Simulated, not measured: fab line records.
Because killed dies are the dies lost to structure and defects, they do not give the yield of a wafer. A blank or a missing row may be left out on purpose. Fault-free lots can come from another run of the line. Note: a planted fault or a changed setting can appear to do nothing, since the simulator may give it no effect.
A lot that was struck, set against a sound lot	flow n5Finfet	43 steps out of a route of 1938
Sound: the wafers L706.1, L706.3, L706.6. Wafers struck: L695.1, L695.3, L695.4. The cause comes at the end.
Each step with rows lists, per side, the tool, then ch with its chambers, then its first start. Under that, the readings that differ: sound wafers	struck wafers	difference of the means	sigmas: that difference in standard deviations of wafers without a fault.
alike: readings whose means differ by less than 2 such deviations, and words and numbers that are the same on both sides. not compared: withheld readings, readings that some wafer has no value for, bounds like >300 that may hide the same value, and numbers for which the record gives no deviation and whose values overlap.
Wherever a step has rows on one side only, a row that says differs or no value, or a row with sigmas, the two part there. Numbers that have no deviation but don't overlap get no sigmas and don't part them. Lack of a reading on every wafer of one side parts them only where that side has two or more wafers.

first, 11 steps without rows for these wafers: N5_BEOL_M2_DESCUM_33 (chemistry O2, time 7 s); N5_BEOL_M2_ETCH_77 (etches underlayer in N2/H2, target depth 6.5 nm, time 5.2 s); N5_BEOL_M2_ETCH_69 (etches SiARC in CF4, target depth 15.6 nm, time 26 s); N5_BEOL_M2_ALD_98 (deposits SiO2, target thk 2.5 nm, pulse time 1 s, co reactant pulse time 1 s); N5_BEOL_M2_ETCHBACK_99 (etches SiO2 in CHF3, target depth 5 nm, time 10.4 s); N5_BEOL_M2_ETCH_70 (etches SOC in N2/H2, target depth 80 nm, overetch 24 nm, time 130 s); N5_BEOL_M2_STRIP_71 (strips in N2/H2); N5_BEOL_M2_STRIP_78 (strips in N2/H2); N5_BEOL_M2_VIA_ETCH_34 (etches the open film in C4F6/O2, target depth 69.4 nm, time 65.9 s); N5_BEOL_M2_STRIP_83 (strips in C4F6/O2); N5_BEOL_M2_STRIP_36 (strips in N2/H2).
N5_BEOL_M2_TRENCH_ETCH_37: etches SiOC in C4F6/O2, target depth 55.555 nm, time 29.2 s.
  sound on rieDiel-01 ch 0,1,3, day 12 04:52; struck on rieDiel-01 ch 0,2,3, day 9 04:16
reading	sound	struck	difference	sigmas
rfFwdPowerW (W)	350.6 349.8 346.9	286.2 288.1 287.7	-61.8	-29
rfVppV (V)	652 657 654	728 721 746	+77	+7
model.BEOL_M2.featureDepthNm (nm)	54 57.2 57	52.4 49.4 51	-5.1	
model.etch.depthNm (nm)	54 57.14 57.03	52.42 49.49 51.02	-5.08	
  alike: biasW, drypumpMotorCurrentA, oesProductAu, showerheadPlenumPTorr, throttleValvePct
  not compared: rfHoursCounterH
then, 2 steps without rows for these wafers: N5_BEOL_M2_ETCH_41 (etches SiCN in CH3F/O2, target depth 29.9 nm, time 52.5 s); N5_BEOL_M2_STRIP_97 (strips in N2/H2, time 10 s).
N5_BEOL_M2_OCD_MEAS_38:
  sound: ocd-02 at day 12 05:01; struck: ocd-01 at day 9 04:26
reading	sound	struck	difference	sigmas
trenchDepthNm (nm)	53.8 57.5 57.8	52.9 49.3 50.7	-5.4	-4
then, 25 steps without rows for these wafers: N5_BEOL_M2_HM_STRIP_39 (strips TiN in peroxide tin strip, target depth 25 nm, time 158 s); N5_BEOL_M2_SRD_40 (time 30 s); N5_BEOL_M2_PRECLEAN_42 (cleans in residue remover, time 60 s); N5_BEOL_M2_SRD_43 (time 30 s); N5_BEOL_M2_DEGAS_44 (time 60 s); N5_BEOL_M2_PRE_CLEAN_45 (time 30 s); N5_BEOL_M2_ALD_84 (deposits TaN, pulse time 2 s, purge time 3 s, co reactant purge time 2 s); N5_BEOL_M2_SURFACE_TREAT_85; N5_BEOL_M2_CVD_47 (deposits Co from CCTBA/H2, target thk 3 nm, time 223.8 s); N5_BEOL_M2_SPUTTER_48 (material Cu, target thk 4.5 nm, time 8.29 s); N5_BEOL_M2_ANNEAL_49 (time 240 s); N5_BEOL_M2_SPUTTER_79 (material Cu, target thk 4.5 nm, time 8.29 s); N5_BEOL_M2_ANNEAL_80 (time 240 s); N5_BEOL_M2_SPUTTER_81 (material Cu, target thk 4.5 nm, time 8.29 s); N5_BEOL_M2_ANNEAL_82 (time 240 s); N5_BEOL_M2_SPUTTER_86 (material Cu, target thk 4.5 nm, time 8.29 s); N5_BEOL_M2_ANNEAL_87 (time 240 s); N5_BEOL_M2_SPUTTER_88 (material Cu, target thk 4.5 nm, time 8.29 s); N5_BEOL_M2_ANNEAL_89 (time 240 s); N5_BEOL_M2_SPUTTER_90 (material Cu, target thk 4.5 nm, time 8.29 s); N5_BEOL_M2_ANNEAL_91 (time 240 s); N5_BEOL_M2_SPUTTER_92 (material Cu, target thk 4.5 nm, time 8.29 s); N5_BEOL_M2_ANNEAL_93 (time 240 s); N5_BEOL_M2_SPUTTER_94 (material Cu, target thk 4.5 nm, time 8.29 s); N5_BEOL_M2_ANNEAL_95 (time 240 s).
N5_BEOL_M2_CMP_52: polishes, stops on SiOC, t overpolish 6.8 s, target thk 40 nm.
  sound on cmp-03 ch 0,2,3, day 12 10:04; struck on cmp-04 ch 1,2,3, day 9 09:54
reading	sound	struck	difference	sigmas
barrierFieldEndpointS (s)	24.2 24.6 25.2	25.9 26.2 26.1	+1.4	+2
  alike: motorCurrentA, overpolishRunS, timeToEndpointS
  not compared: model.Cu_of_BEOL_M2_ECD_50.thkNm
N5_BEOL_M4_RC_MEAS_101:
  sound on prober-02 ch 0, day 13 17:04; struck on prober-02 ch 0, day 10 08:32
  alike: DIBL_N, DIBL_P, IOFF_N, IOFF_P, ION_N, ION_P, SS_N, SS_P, VT_N, VT_P
-- here the record skips 5 days between the struck wafers' starts before and after, leaving off in module BEOL_M4 and picking up in module PASSIVATION (first step shown: number 1936 of the route) --
N5_PASSIVATION_PROBE_49:
  rows exist in the record for the struck wafers here (prober-01, day 15 00:47), but not for the sound ones

WHERE THEY PART
At N5_BEOL_M2_TRENCH_ETCH_37 first; at N5_PASSIVATION_PROBE_49 last (within this record only).

WHY: what the simulator had put in
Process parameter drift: rieDiel-01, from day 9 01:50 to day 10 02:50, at N5_BEOL_M2_TRENCH_ETCH_37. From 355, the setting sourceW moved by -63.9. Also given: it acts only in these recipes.
